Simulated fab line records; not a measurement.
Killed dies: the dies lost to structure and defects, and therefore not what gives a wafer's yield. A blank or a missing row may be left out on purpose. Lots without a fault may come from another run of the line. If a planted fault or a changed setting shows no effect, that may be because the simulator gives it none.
The tool behind it: which one? ; flow nand_harc ; 14 lots, 42 wafers sampled, at 4 steps of a route of 1302

WHAT THE GAUGES SHOWED, per wafer
NHARC_THIN_TSV_INSPECT_40. Usual: raw_defect_count 554, standard deviation 92.
lot;measured;on;raw_defect_count;flag
L953;day 24 22:34;defect_inspect-02;618 525 541;
L955;day 24 22:34;defect_inspect-01;679 516 535;
L952;day 25 03:17;defect_inspect-02;654 491 524;
L954;day 25 03:17;defect_inspect-01;538 549 532;
L956;day 26 01:20;defect_inspect-02;581 537 548;
L957;day 26 01:20;defect_inspect-01;597 563 623;
L958;day 26 23:40;defect_inspect-01;628 837 768;
L959;day 27 07:57;defect_inspect-02;767 682 589;
L963;day 29 23:16;defect_inspect-01;531 468 423;
L966;day 30 07:29;defect_inspect-02;497 520 518;
L967;day 30 15:59;defect_inspect-02;440 473 450;
L972;day 32 16:23;defect_inspect-01;477 498 480;
L973;day 33 23:07;defect_inspect-01;598 445 538;
L975;day 34 17:01;defect_inspect-01;664 536 506;

TOOL THAT RAN EACH LOT (tool first, then ch and the chambers of the sampled wafers, then the start)
lot;NHARC_THIN_TSV_STRIP_45;NHARC_THIN_TSV_PVD_19;NHARC_THIN_TSV_ETCH_59
L953;plasma_asher-02 ch 0,1, day 24 11:19;pvd_sputter-01, day 24 16:30 or earlier;rie_metal-03 ch 0,1, day 24 16:30
L955;plasma_asher-02 ch 0,1, day 24 12:28;pvd_sputter-03, day 24 17:38 or earlier;rie_metal-01 ch 0,1, day 24 17:38
L952;plasma_asher-01 ch 0, day 24 14:49;pvd_sputter-01, day 24 19:52 or earlier;rie_metal-02 ch 1, day 24 19:52
L954;plasma_asher-02 ch 0,1, day 24 19:15;pvd_sputter-03, day 25 00:25 or earlier;rie_metal-02 ch 0,1, day 25 00:25
L956;plasma_asher-01 ch 0,1, day 25 13:16;pvd_sputter-02, day 25 18:20 or earlier;rie_metal-02 ch 0,1, day 25 18:20
L957;plasma_asher-01 ch 0,1, day 25 14:25;pvd_sputter-02, day 25 19:35 or earlier;rie_metal-03 ch 0,1, day 25 19:35
L958;plasma_asher-02 ch 0, day 26 12:49;pvd_sputter-03, day 26 17:50 or earlier;rie_metal-02 ch 0,1, day 26 17:50
L959;plasma_asher-02 ch 0,1, day 26 18:41;pvd_sputter-02, day 26 23:58 or earlier;rie_metal-03 ch 0,1, day 26 23:58
L963;plasma_asher-01 ch 0,1, day 29 12:05;pvd_sputter-03, day 29 17:08 or earlier;rie_metal-03 ch 0,1, day 29 17:08
L966;plasma_asher-02 ch 0,1, day 29 20:19;pvd_sputter-02, day 30 01:34 or earlier;rie_metal-02 ch 0, day 30 01:34
L967;plasma_asher-02 ch 0,1, day 30 03:14;pvd_sputter-02, day 30 08:22 or earlier;rie_metal-02 ch 0,1, day 30 08:22
L972;plasma_asher-02 ch 0,1, day 32 05:51;pvd_sputter-03, day 32 11:04 or earlier;rie_metal-03 ch 0,1, day 32 11:04
L973;plasma_asher-02 ch 0,1, day 33 11:10;pvd_sputter-02, day 33 16:22 or earlier;rie_metal-02 ch 0,1, day 33 16:22
L975;plasma_asher-02 ch 0,1, day 34 06:13;pvd_sputter-01, day 34 11:20 or earlier;rie_metal-01 ch 0,1, day 34 11:20
- NHARC_THIN_TSV_STRIP_45: strips in O2.
- NHARC_THIN_TSV_PVD_19: deposits TaN, target thk 20 nm.
- NHARC_THIN_TSV_ETCH_59: etches the open film in Cl2/BCl3, target depth 880 nm, time 138.1 s.

WHAT THE TOOLS THEMSELVES READ (means of the sampled wafers that have a number; where no wafer has one, the mark that the record gives instead)
NHARC_THIN_TSV_STRIP_45. Usual: drypump_motor_current_A 5.5 A, standard deviation 0.55; heater_power_w 311 W, standard deviation 20.
lot;tool;drypump_motor_current_A (A);heater_power_w (W);flag
L953;plasma_asher-02;5.1;328;
L955;plasma_asher-02;5.1;320;
L952;plasma_asher-01;6.2;314;
L954;plasma_asher-02;5.2;311;
L956;plasma_asher-01;6.2;317;
L957;plasma_asher-01;6.2;321;
L958;plasma_asher-02;5.4;282;
L959;plasma_asher-02;5.2;292;
L963;plasma_asher-01;6.2;317;
L966;plasma_asher-02;5.2;295;
L967;plasma_asher-02;5.1;313;
L972;plasma_asher-02;5.1;309;
L973;plasma_asher-02;5.1;309;
L975;plasma_asher-02;5.2;313;

NHARC_THIN_TSV_PVD_19. Usual: throttle_valve_pct 30.1 %, standard deviation 1.6.
lot;tool;throttle_valve_pct (%);flag
L953;pvd_sputter-01;28.7;
L955;pvd_sputter-03;31.0;
L952;pvd_sputter-01;28.3;
L954;pvd_sputter-03;30.8;
L956;pvd_sputter-02;29.7;
L957;pvd_sputter-02;31.2;
L958;pvd_sputter-03;31.1;
L959;pvd_sputter-02;29.7;
L963;pvd_sputter-03;30.8;
L966;pvd_sputter-02;30.5;
L967;pvd_sputter-02;31.5;
L972;pvd_sputter-03;29.5;
L973;pvd_sputter-02;30.5;
L975;pvd_sputter-01;29.6;

NHARC_THIN_TSV_ETCH_59. Usual: chamber_pressure_mTorr 10.001 mTorr, standard deviation 0.0087; drypump_motor_current_A 5.9 A, standard deviation 0.42; oes_product_au 0.996 a.u., standard deviation 0.0066; run_length_s 159.5 s, standard deviation 0.41; throttle_valve_pct 22.264 %, standard deviation 0.0088.
lot;tool;chamber_pressure_mTorr (mTorr);drypump_motor_current_A (A);oes_product_au (a.u.);run_length_s (s);throttle_valve_pct (%);flag
L953;rie_metal-03;9.994;6.1;0.994;159.4;22.257;
L955;rie_metal-01;10.002;6.3;0.996;159.4;22.262;
L952;rie_metal-02;10.000;6.1;1.003;159.5;22.258;
L954;rie_metal-02;10.006;5.8;0.998;159.6;22.262;
L956;rie_metal-02;9.996;5.8;1.002;159.4;22.268;
L957;rie_metal-03;10.005;6.1;0.992;159.7;22.261;
L958;rie_metal-02;10.005;5.8;0.986;159.5;22.260;
L959;rie_metal-03;10.003;6.1;0.993;159.3;22.261;
L963;rie_metal-03;10.004;6.1;0.994;159.1;22.264;
L966;rie_metal-02;10.001;5.2;0.990;61.9;22.269;OFF
L967;rie_metal-02;10.007;5.5;0.997;94.5;22.263;OFF
L972;rie_metal-03;10.004;6.2;0.992;159.0;22.261;
L973;rie_metal-02;9.991;5.5;0.998;159.6;22.265;
L975;rie_metal-01;10.000;6.3;0.997;159.7;22.256;

THE ANSWER, worked out from the rows above alone
Rule: a lot is off if the mean of its wafers that have a number lies more than 3 standard deviations from the usual mean. Also off: a lot with no number at a reading for which 4 or more lots have one. Where the step has rows for the other lots, those lots are counted as sound. The gauges are gone through in route order, then the tools' own readings, and for those a lot's mean is taken as printed above. At the first step where some lot is off, the reading lying furthest off is the one used; lots without a number count as furthest.
Off at NHARC_THIN_TSV_ETCH_59 (run_length_s): L966, L967.
If a tool, at that step or one of the process steps before it, ran each lot that is off and ran no sound lot following the first of them, it fits. With no start given for some of its lots, NHARC_THIN_TSV_PVD_19 uses the hours and lot order of NHARC_THIN_TSV_ETCH_59. None of those tried fits.

WHAT HAD BEEN PUT IN BY THE SIMULATOR
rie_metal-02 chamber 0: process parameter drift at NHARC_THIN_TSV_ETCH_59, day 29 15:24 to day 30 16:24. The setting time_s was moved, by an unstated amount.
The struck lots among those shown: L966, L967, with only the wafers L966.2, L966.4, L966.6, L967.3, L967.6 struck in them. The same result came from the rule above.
